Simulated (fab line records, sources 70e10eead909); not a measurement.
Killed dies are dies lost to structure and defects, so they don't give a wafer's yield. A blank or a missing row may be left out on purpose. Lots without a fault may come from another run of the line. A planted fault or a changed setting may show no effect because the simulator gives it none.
Which tool did it? | flow nand_harc | 13 lots, 39 wafers sampled, at 5 steps of a route of 1159

WHAT THE GAUGES READ, wafer by wafer
NHARC_A_SLIT_INSPECT_11.
lot  | measured     | on                | raw_defect_count
L734 | day 14 15:07 | defect_inspect-02 | 26 19 26
L733 | day 14 15:16 | defect_inspect-02 | 13 15 21
L738 | day 14 23:02 | defect_inspect-02 | 16 16 6
L736 | day 14 23:22 | defect_inspect-01 | 17 14 25
L740 | day 15 21:42 | defect_inspect-01 | 28 21 26
L742 | day 16 08:55 | defect_inspect-02 | 30 21 24
L743 | day 16 20:52 | defect_inspect-01 | 39 28 28
L745 | day 17 14:23 | defect_inspect-02 | 30 33 40
L747 | day 18 04:13 | defect_inspect-01 | 10 24 21
L750 | day 18 16:59 | defect_inspect-01 | 14 6 15
L751 | day 19 08:31 | defect_inspect-02 | 25 37 34
L755 | day 19 08:40 | defect_inspect-01 | 17 13 18
L754 | day 19 09:56 | defect_inspect-02 | 37 35 35

NHARC_END_SORT_01.
lot  | measured     | on        | killed_at_array | killed_at_other | killed_at_periphery | killed_dies | killed_open | killed_short
L743 | day 21 18:38 | prober-02 | 673 673 675     | 1 1 0           | 3 3 2               | 677 677 677 | 4 2 4       | 3 1 1
L745 | day 22 17:40 | prober-02 | 673 674 673     | 0 0 0           | 4 3 4               | 677 677 677 | 2 2 3       | 3 1 2

WHICH TOOL RAN EACH LOT (tool, then ch and the chambers of the sampled wafers, then the start)
lot  | NHARC_A_SLIT_ETCH_26             | NHARC_A_WL_FILL_ETCHBACK_05       | NHARC_A_WL_FILL_STRIP_27
L734 | har_etch-02 ch 0,1, day 14 17:26 | rie_metal-01 ch 0,1, day 15 07:16 | plasma_asher-02 ch 0,1, day 15 07:27
L733 | har_etch-01 ch 0,1, day 14 17:35 | rie_metal-03 ch 0,1, day 15 10:06 | plasma_asher-01 ch 0,1, day 15 10:14
L738 | har_etch-01 ch 0,1, day 15 01:24 | rie_metal-02 ch 0,1, day 15 15:38 | plasma_asher-02 ch 0,1, day 15 15:59
L736 | har_etch-02 ch 0, day 15 01:55   | rie_metal-01 ch 0,1, day 15 15:27 | plasma_asher-02 ch 0,1, day 15 15:35
L740 | har_etch-02 ch 0,1, day 16 00:02 | rie_metal-03 ch 0,1, day 16 15:13 | plasma_asher-01 ch 0,1, day 16 15:20
L742 | har_etch-02 ch 0,1, day 16 11:25 | rie_metal-01 ch 0,1, day 17 01:01 | plasma_asher-01 ch 0,1, day 17 01:10
L743 | har_etch-01 ch 0,1, day 17 00:11 | rie_metal-01 ch 0,1, day 17 14:53 | plasma_asher-02 ch 0,1, day 17 15:02
L745 | har_etch-01 ch 0,1, day 17 20:38 | rie_metal-02 ch 0,1, day 18 09:57 | plasma_asher-02 ch 0,1, day 18 10:18
L747 | har_etch-01 ch 0,1, day 18 06:37 | rie_metal-02 ch 0,1, day 18 23:07 | plasma_asher-01 ch 0,1, day 18 23:15
L750 | har_etch-01 ch 0,1, day 18 20:55 | rie_metal-01 ch 0,1, day 19 10:58 | plasma_asher-01 ch 0,1, day 19 11:07
L751 | har_etch-02 ch 0,1, day 19 16:33 | rie_metal-02 ch 0,1, day 20 05:59 | plasma_asher-02 ch 0,1, day 20 06:09
L755 | har_etch-01 ch 0,1, day 19 17:16 | rie_metal-01 ch 0, day 20 06:02   | plasma_asher-02 ch 0,1, day 20 06:20
L754 | har_etch-02 ch 0,1, day 19 18:12 | rie_metal-02 ch 0,1, day 20 08:36 | plasma_asher-02 ch 0,1, day 20 08:46
- NHARC_A_SLIT_ETCH_26: etches the open film in C4F8/O2/Ar, time 90 s, target depth 400 nm.
- NHARC_A_WL_FILL_ETCHBACK_05: etches the open film in Cl2/BCl3, target depth 22 nm, time 60 s.
- NHARC_A_WL_FILL_STRIP_27: strips in N2/H2, time 20 s.

WHAT THE TOOLS THEMSELVES READ (means of the sampled wafers that have a number; where no wafer has one, the mark that the record gives instead)
NHARC_A_SLIT_ETCH_26.
lot  | tool        | drypump_motor_current_A (A) | rf_fwd_power_W (W) | showerhead_plenum_p_Torr (Torr) | throttle_valve_pct (%)
L734 | har_etch-02 | 5.9                         | 1985               | 3.85                            | 27.624
L733 | har_etch-01 | 5.3                         | 1987               | 3.71                            | 27.631
L738 | har_etch-01 | 5.2                         | 1992               | 3.71                            | 27.616
L736 | har_etch-02 | 5.7                         | 1984               | 3.88                            | 27.616
L740 | har_etch-02 | 6.0                         | 1986               | 3.82                            | 27.625
L742 | har_etch-02 | 5.8                         | 1986               | 3.84                            | 27.623
L743 | har_etch-01 | 5.1                         | 1988               | 3.76                            | 27.627
L745 | har_etch-01 | 5.2                         | 1989               | 3.69                            | 27.621
L747 | har_etch-01 | 5.1                         | 1984               | 3.75                            | 27.616
L750 | har_etch-01 | 5.1                         | 1989               | 3.75                            | 27.624
L751 | har_etch-02 | 6.0                         | 1986               | 3.80                            | 27.628
L755 | har_etch-01 | 5.2                         | 1987               | 3.68                            | 27.615
L754 | har_etch-02 | 5.9                         | 1983               | 3.82                            | 27.621

NHARC_A_WL_FILL_ETCHBACK_05.
lot  | tool         | chamber_pressure_mTorr (mTorr) | drypump_motor_current_A (A) | oes_product_au (a.u.)
L734 | rie_metal-01 | 9.995                          | 6.0                         | 0.998
L733 | rie_metal-03 | 10.003                         | 5.7                         | 1.003
L738 | rie_metal-02 | 10.000                         | 5.0                         | 1.002
L736 | rie_metal-01 | 10.006                         | 6.0                         | 0.999
L740 | rie_metal-03 | 10.000                         | 5.9                         | 0.990
L742 | rie_metal-01 | 10.001                         | 6.0                         | 1.010
L743 | rie_metal-01 | -                              | -                           | -
L745 | rie_metal-02 | -                              | -                           | -
L747 | rie_metal-02 | 9.990                          | 5.0                         | 1.003
L750 | rie_metal-01 | 9.996                          | 6.0                         | 1.014
L751 | rie_metal-02 | 10.005                         | 5.0                         | 0.998
L755 | rie_metal-01 | 10.003                         | 6.0                         | 1.022
L754 | rie_metal-02 | 9.994                          | 5.2                         | 1.003

NHARC_A_WL_FILL_STRIP_27.
lot  | tool            | drypump_motor_current_A (A) | heater_power_w (W)
L734 | plasma_asher-02 | 5.88                        | 315
L733 | plasma_asher-01 | 5.29                        | 375
L738 | plasma_asher-02 | 5.90                        | 317
L736 | plasma_asher-02 | 5.86                        | 306
L740 | plasma_asher-01 | 5.38                        | 369
L742 | plasma_asher-01 | 5.38                        | 370
L743 | plasma_asher-02 | 5.89                        | 312
L745 | plasma_asher-02 | 5.85                        | 314
L747 | plasma_asher-01 | 5.28                        | 376
L750 | plasma_asher-01 | 5.29                        | 373
L751 | plasma_asher-02 | 5.90                        | 313
L755 | plasma_asher-02 | 5.88                        | 309
L754 | plasma_asher-02 | 5.86                        | 312

THE ANSWER, worked out from the rows above alone
Rule: what is usual is taken from the lots themselves. Put in order of their means at a reading, lots are off if they are a third of the lots or fewer, leave a main group of 4 or more, and stand apart from it by a gap of 3 or more times the standard deviation of the main group's means; of several such gaps the widest counts. A main group whose means are all the same, to the digits that the tables above print for the reading, isn't used. A lot without any number at a reading at which 4 lots or more have one is off too. The other lots that the step has rows for count as sound. The gauges are gone through in route order, then the tools' own readings, and for those a lot's mean is taken as printed above. The first step at which some lot is off is used, and at that step the reading that is off furthest; a lot without a number counts as furthest.
Off: L743, L745, at NHARC_A_WL_FILL_ETCHBACK_05 (chamber_pressure_mTorr). Without a number there: L743, L745. The main group: mean 9.999 mTorr, standard deviation 0.0048.
A tool fits if, at that step or a process step before it, it ran every lot that is off, and no sound lot after the first of them. None of those tried fits.

WHAT THE SIMULATOR HAD PUT IN
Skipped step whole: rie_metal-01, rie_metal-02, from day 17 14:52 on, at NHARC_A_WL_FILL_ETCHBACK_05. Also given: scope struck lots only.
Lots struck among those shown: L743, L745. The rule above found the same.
